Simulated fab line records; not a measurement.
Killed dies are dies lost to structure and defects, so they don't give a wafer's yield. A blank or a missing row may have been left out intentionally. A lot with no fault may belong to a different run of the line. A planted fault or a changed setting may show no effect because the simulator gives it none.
fab line records	flow n5_finfet
[record] lots = 6	wafers = 18	last_day = 17
route steps=1938 shown BEOL_M1@824 BEOL_M4@1111
lots untouched by any fault: they come from a run of this same line in which no faults occurred
start_h: hours from the record's opening day to when the first of the lot's shown wafers began	wait_h: how many hours have passed since the lot's step before this one	" identical to the entry in the row above	L1.1+2: one row covering several wafers at once	- no value, or no start was given	* or withheld: withheld	< > ~ a bound
route shown NAME@n: names a module that has steps shown in the file, with the first one's number in the route	usual: average and standard deviation across the fault-free wafers	same: alike in all rows	chamber/n: place in a boat	sites: each site's reading	_std_site: the standard deviation of these	_edge_site: mean of outer sites minus mean of inner sites	radius_mm: how far each site lies from the wafer's centre	mask NAME#n: copy n	behind: the last tool/chamber to shape the wafer	hold: what put the lot on hold/how long, in hours/how the hold closed	device: transistor that didn't switch, given as n, p or np	end of line: the same wafers' tests at the end of the route	step lacking rows: just its recipe	killed: count of dies lost to structure and defects at first sort (not the wafer's yield)	map: dies across one wafer; x = killed, . = not, _ = none there
set.NAME: the setting as run; set.NAME@STEP: as run at that earlier step	model.NAME: the simulator's own value behind a step, which no gauge read
a table for each step, a row for each wafer; lots at some steps of the route
services: from which hour (start_h, from the record's first day; less than 0 if before it) a tool's chamber was out of use, for how many hours, and why
[[steps]]
[step N5_BEOL_M1_SPUTTER_90]
[recipe] material = Cu	target_thk_a = 45	temp_c = -20	chamber_pressure_pa = 0.07	power_w = withheld	time_s = 8.29
[usual] chamber_pressure_pa = 0.07/0.00014	throttle_valve_pct = 30.1/1
lot.wafer	tool	chamber	start_h	wait_h	chamber_pressure_pa	throttle_valve_pct
L750.1	pvd_sputter-01	-	140.91	0.1	0.06988	30.1
L750.3	"	-	"	"	0.06982	30.7
L750.4	"	-	"	"	0.07008	31.7
L751.1	pvd_sputter-01	-	153.82	0.1	0.06987	30.2
L751.2	"	-	"	"	0.06983	30.7
L751.4	"	-	"	"	0.0699	31.8
L755.3	pvd_sputter-02	-	179.50	0.1	0.07004	28.8
L755.4	"	-	"	"	0.06986	29.3
L755.6	"	-	"	"	0.06988	29.3
L756.1	pvd_sputter-01	-	189.02	0.1	0.06993	30.1
L756.3	"	-	"	"	0.06994	30.6
L756.4	"	-	"	"	0.06998	31.8
L761.2	pvd_sputter-03	-	222.13	0.1	0.06994	29.3
L761.4	"	-	"	"	0.06984	32.1
L761.6	"	-	"	"	0.0701	30.2
L766.2	pvd_sputter-01	-	265.72	0.1	0.07014	31.5
L766.3	"	-	"	"	0.06998	30.5
L766.6	"	-	"	"	0.07	31.8
[step N5_BEOL_M1_ANNEAL_91]
[recipe] temp_c = 400	time_s = 240	ambient = vacuum
[usual] heater_power_w = 819/97
lot.wafer	tool	chamber	start_h	wait_h	heater_power_w
L750.1	pvd_sputter-01	-	140.99	0.0	704
L750.3	"	-	"	"	871
L750.4	"	-	"	"	874
L751.1	pvd_sputter-01	-	153.90	0.0	714
L751.2	"	-	"	"	714
L751.4	"	-	"	"	847
L755.3	pvd_sputter-02	-	179.58	0.0	830
L755.4	"	-	"	"	767
L755.6	"	-	"	"	1064
L756.1	pvd_sputter-01	-	189.10	0.0	714
L756.3	"	-	"	"	897
L756.4	"	-	"	"	886
L761.2	pvd_sputter-03	-	222.21	0.0	727
L761.4	"	-	"	"	711
L761.6	"	-	"	"	796
L766.2	pvd_sputter-01	-	265.80	0.0	883
L766.3	"	-	"	"	736
L766.6	"	-	"	"	873
[step N5_BEOL_M1_SPUTTER_92]
[recipe] material = Cu	target_thk_a = 45	temp_c = -20	chamber_pressure_pa = 0.07	power_w = withheld	time_s = 8.29
[step N5_BEOL_M1_ANNEAL_93]
[recipe] temp_c = 400	time_s = 240	ambient = vacuum
[usual] heater_power_w = 818/97
lot.wafer	tool	chamber	start_h	wait_h	heater_power_w
L750.1	pvd_sputter-01	-	141.21	0.0	705
L750.3	"	-	"	"	899
L750.4	"	-	"	"	866
L751.1	pvd_sputter-01	-	154.12	0.0	714
L751.2	"	-	"	"	706
L751.4	"	-	"	"	868
L755.3	pvd_sputter-02	-	179.80	0.0	834
L755.4	"	-	"	"	755
L755.6	"	-	"	"	1064
L756.1	pvd_sputter-01	-	189.32	0.0	727
L756.3	"	-	"	"	907
L756.4	"	-	"	"	886
L761.2	pvd_sputter-03	-	222.43	0.0	738
L761.4	"	-	"	"	695
L761.6	"	-	"	"	830
L766.2	pvd_sputter-01	-	266.02	0.0	872
L766.3	"	-	"	"	710
L766.6	"	-	"	"	874
[step N5_BEOL_M1_SPUTTER_94]
[recipe] material = Cu	target_thk_a = 45	temp_c = -20	chamber_pressure_pa = 0.07	power_w = withheld	time_s = 8.29
[step N5_BEOL_M1_ANNEAL_95]
[recipe] temp_c = 400	time_s = 240	ambient = vacuum
[step N5_BEOL_M1_SPUTTER_96]
[recipe] material = Cu	target_thk_a = 45	temp_c = -20	chamber_pressure_pa = 0.07	power_w = withheld	time_s = 8.29
[step N5_BEOL_M1_ECD_50]
[recipe] material = Cu	target_thk_a = 3000
[step N5_BEOL_M1_ANNEAL_51]
[recipe] temp_c = 225	time_s = 90	ambient = N2
[step N5_BEOL_M1_CMP_52]
[recipe] stop_on = SiOC	t_overpolish_s = 6.8	down_force_psi = 1	platen_rpm = 50	clearing_platen_down_force_psi = 1.5	clearing_platen_rpm = 50	post_cmp_clean = cu_alkaline	target_thk_nm = 40	clearing_platen_pad_velocity_m_s = 0.99484	pad_velocity_m_s = 0.99484
[usual] barrier_field_endpoint_s = 24.8/0.71	clearing_platen_down_force_psi = 1.4999/0.0028	motor_current_A = 5.9/0.47	overpolish_run_s = 6.801/0.0095	time_to_endpoint_s = 62/3.5
[same] t_overpolish_s = 6.8
lot.wafer	tool	chamber	start_h	wait_h	barrier_field_endpoint_s	clearing_platen_down_force_psi	motor_current_A	overpolish_run_s	time_to_endpoint_s
L750.4	cmp-01	0	142.07	0.1	25.0	1.5031	6.1	6.808	62
L750.1	"	1	"	"	24.4	1.4980	5.4	6.799	65
L750.3	"	3	"	"	26.3	1.4942	6.5	6.804	74
L751.1	cmp-01	2	154.98	0.3	23.3	1.4958	6.0	6.811	57
L751.2	"	3	"	"	25.8	1.5025	6.5	6.789	72
L751.4	"	0	"	"	24.4	1.4994	6.1	6.796	62
L755.3	cmp-01	0	180.65	0.2	23.8	1.5013	6.1	6.805	59
L755.4	"	1	"	"	23.7	1.4986	5.6	6.798	59
L755.6	"	0	"	"	24.5	1.5028	6.4	6.793	61
L756.1	cmp-02	0	190.22	0.3	24.2	1.4995	5.3	6.798	60
L756.3	"	1	"	"	24.5	1.5019	5.7	6.795	63
L756.4	"	2	"	"	24.8	1.5000	6.2	6.790	62
L761.2	cmp-01	1	223.40	0.3	25.5	1.4988	5.0	6.806	64
L761.4	"	2	"	"	24.7	1.4987	6.1	6.831	60
L761.6	"	3	"	"	26.0	1.5013	6.8	6.796	70
L766.3	cmp-02	1	266.87	0.2	24.4	1.5010	5.9	6.796	60
L766.2	"	3	"	"	23.7	1.4977	5.4	6.804	58
L766.6	"	1	"	"	25.1	1.4984	6.0	6.784	59
[step N5_BEOL_M1_THK_MEAS_53]
[recipe] thk_meas_gauge = xrf	reads = Cu_of_BEOL_M1_ECD_50
[usual] M1_THK = 39.5/1.7
lot.wafer	tool	chamber	start_h	wait_h	M1_THK[nm]
L750.1	film_metro-02	-	142.36	-	40.2
L750.3	"	-	"	"	41.5
L750.4	"	-	"	"	40.9
L751.1	film_metro-01	-	155.27	-	37.4
L751.2	"	-	"	"	39.8
L751.4	"	-	"	"	41.1
L755.3	film_metro-02	-	180.95	-	36.7
L755.4	"	-	"	"	39.3
L755.6	"	-	"	"	41.4
L756.1	film_metro-02	-	190.51	-	38.5
L756.3	"	-	"	"	38.8
L756.4	"	-	"	"	38.0
L761.2	film_metro-01	-	223.62	-	37.7
L761.4	"	-	"	"	38.5
L761.6	"	-	"	"	41.2
L766.2	film_metro-01	-	267.17	-	37.6
L766.3	"	-	"	"	37.1
L766.6	"	-	"	"	39.0
[step N5_BEOL_M1_PRE_CLEAN_60]
[recipe] gas = NH3/H2	time_s = 15	temp_c = *	rf_power_w = 300
[usual] heater_power_w = 84/14
lot.wafer	tool	chamber	start_h	wait_h	heater_power_w	since_wet_clean_h
L750.1	cvd_co-01	2	142.40	0.0	75	224
L750.3	"	1	"	"	110	1121
L750.4	"	1	"	"	109	-
L751.1	cvd_co-02	1	155.31	0.0	72	19
L751.2	"	0	"	"	89	915
L751.4	"	1	"	"	75	-
L755.3	cvd_co-01	1	180.98	0.0	110	1160
L755.4	"	1	"	"	112	-
L755.6	"	0	"	"	69	-
L756.1	cvd_co-02	0	190.55	0.0	90	951
L756.3	"	0	"	"	91	-
L756.4	"	1	"	"	73	-
L761.2	cvd_co-01	0	223.65	0.0	68	765
L761.4	"	0	"	"	66	-
L761.6	"	1	"	"	112	-
L766.2	cvd_co-02	1	267.20	0.0	73	131
L766.3	"	0	"	"	91	1027
L766.6	"	0	"	"	90	-
[step N5_BEOL_M1_CO_CAP_55]
[recipe] material = Co	target_thk_a = 20	temp_c = 200	precursor = CCTBA/H2	pressure_torr = 30	time_s = 102.1
[usual] heater_power_w = 234/17	run_length_s = 124.8/0.61
lot.wafer	tool	chamber	start_h	wait_h	heater_power_w	run_length_s	since_wet_clean_h	model.Co_of_BEOL_M1_CO_CAP_55.thk_nm
L750.1	cvd_co-01	2	142.44	0.0	222	123.7	224	1.8
L750.3	"	1	"	"	264	125.2	1121	2
L750.4	"	1	"	"	266	125.1	-	2
L751.1	cvd_co-02	1	155.35	0.0	220	124.4	19	2
L751.2	"	0	"	"	241	124.2	915	2
L751.4	"	1	"	"	216	124.2	-	2
L755.3	cvd_co-01	1	181.02	0.0	267	173.8	1160	2.8
L755.4	"	1	"	"	270	173.7	-	3
L755.6	"	0	"	"	213	173.5	-	3
L756.1	cvd_co-02	0	190.61	0.0	247	124.1	951	2
L756.3	"	0	"	"	242	124.5	-	1.8
L756.4	"	1	"	"	221	124.6	-	2
L761.2	cvd_co-01	0	223.69	0.0	214	173.5	765	3
L761.4	"	0	"	"	213	173.9	-	3
L761.6	"	1	"	"	258	173.9	-	3
L766.2	cvd_co-02	1	267.24	0.0	216	124.8	131	2.2
L766.3	"	0	"	"	242	124.8	1027	2
L766.6	"	0	"	"	236	124.3	-	2
[step N5_BEOL_M1_PRE_CLEAN_56]
[recipe] gas = NH3	time_s = 15	temp_c = withheld	rf_power_w = 300
[step N5_BEOL_M4_RC_MEAS_101]
[usual] DIBL_N = 36.2/1.6	DIBL_P = 36.1/2	IOFF_N = 0.16/0.032	IOFF_P = 0.22/0.036	ION_N = 672/11	ION_P = 463/7.5	SS_N = 71.4/0.58	SS_P = 73.2/0.67	VT_N = 250/3.3	VT_P = -250/3.3
lot.wafer	tool	chamber	start_h	wait_h	DIBL_N[mV/V]	DIBL_P[mV/V]	IOFF_N[nA/um]	IOFF_P[nA/um]	ION_N[uA/um]	ION_P[uA/um]	SS_N[mV/dec]	SS_P[mV/dec]	VT_N[mV]	VT_P[mV]
L750.1	prober-02	0	181.49	0.0	36.2	35.0	0.15	0.20	673	464	71.3	73.4	252	-251
L750.3	"	0	"	"	36.9	36.1	0.16	0.22	677	462	71.9	73.9	249	-247
L750.4	"	0	"	"	38.1	36.8	0.17	0.24	673	457	72.3	73.9	250	-248
L751.1	prober-01	0	197.43	0.0	36.9	34.6	0.15	0.19	671	463	71.6	72.6	247	-249
L751.2	"	0	"	"	37.2	33.6	0.15	0.19	659	451	71.4	72.3	248	-252
L751.4	"	0	"	"	35.8	33.3	0.13	0.19	661	459	70.7	72.9	250	-249
L755.3	prober-01	0	220.55	0.3	37.9	38.0	0.22	0.28	685	473	71.5	74.1	246	-244
L755.4	"	0	"	"	35.3	35.0	0.17	0.23	680	467	70.9	72.8	246	-246
L755.6	"	0	"	"	35.2	34.9	0.15	0.22	666	466	70.9	72.9	249	-247
L756.1	prober-02	0	224.54	0.0	37.1	38.6	0.16	0.26	656	467	71.9	73.2	249	-246
L756.3	"	0	"	"	38.7	39.4	0.18	0.27	671	465	71.2	73.7	249	-245
L756.4	"	0	"	"	39.2	39.8	0.20	0.29	674	468	71.9	74.0	247	-245
L761.2	prober-01	0	278.87	0.2	35.7	36.7	0.15	0.19	663	456	71.6	73.6	251	-251
L761.4	"	0	"	"	35.7	36.7	0.16	0.18	675	458	72.0	73.6	247	-253
L761.6	"	0	"	"	33.9	34.9	0.13	0.16	666	456	70.8	72.7	251	-254
L766.2	prober-02	0	317.48	0.2	39.6	37.8	0.25	0.23	679	459	73.6	73.9	245	-249
L766.3	"	0	"	"	38.6	37.9	0.20	0.24	666	453	72.5	74.0	249	-250
L766.6	"	0	"	"	37.0	36.2	0.18	0.20	673	454	72.5	73.8	246	-253
[[services]]
tool	chamber	start_h	hours	kind
cvd_co-01	-	150.27	6.0	pm
pvd_sputter-02	-	157.68	14.3	repair
cmp-02	-	157.69	4.0	pm
cmp-02	-	161.69	-	consumable_replace:conditioner
cmp-02	-	161.69	-	consumable_replace:pad
cvd_co-02	2	170.31	5.1	repair
cvd_co-02	2	189.78	8.0	repair
pvd_sputter-02	-	207.32	1.6	repair
cvd_co-01	-	208.98	14.6	pm
cmp-01	-	209.41	4.0	pm
cmp-01	-	213.41	-	consumable_replace:conditioner
cmp-01	-	213.41	-	consumable_replace:pad
cmp-02	-	231.37	0.9	repair
[[key]]
[first_sign] step = N5_BEOL_M1_CO_CAP_55	reading = run_length_s	direction = up	sigmas = 81	usual = *	struck = *
effect none on later readings
[model_effect] step = N5_BEOL_M1_CO_CAP_55	value = Co_of_BEOL_M1_CO_CAP_55.thk_nm	without = 2	struck = 2.967
met_at N5_BEOL_M1_CO_CAP_55
struck_wafers L755.3,L755.4,L755.6,L761.2,L761.4,L761.6
onset_between 142.44 181.02
[fault] kind = process_parameter_drift	tool = cvd_co-01	chamber = -	onset_h = 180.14	steps = N5_BEOL_M1_CO_CAP_55	channel = time_s	offset = *	shape = step	end_h = 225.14	acts_in = *	stated = *
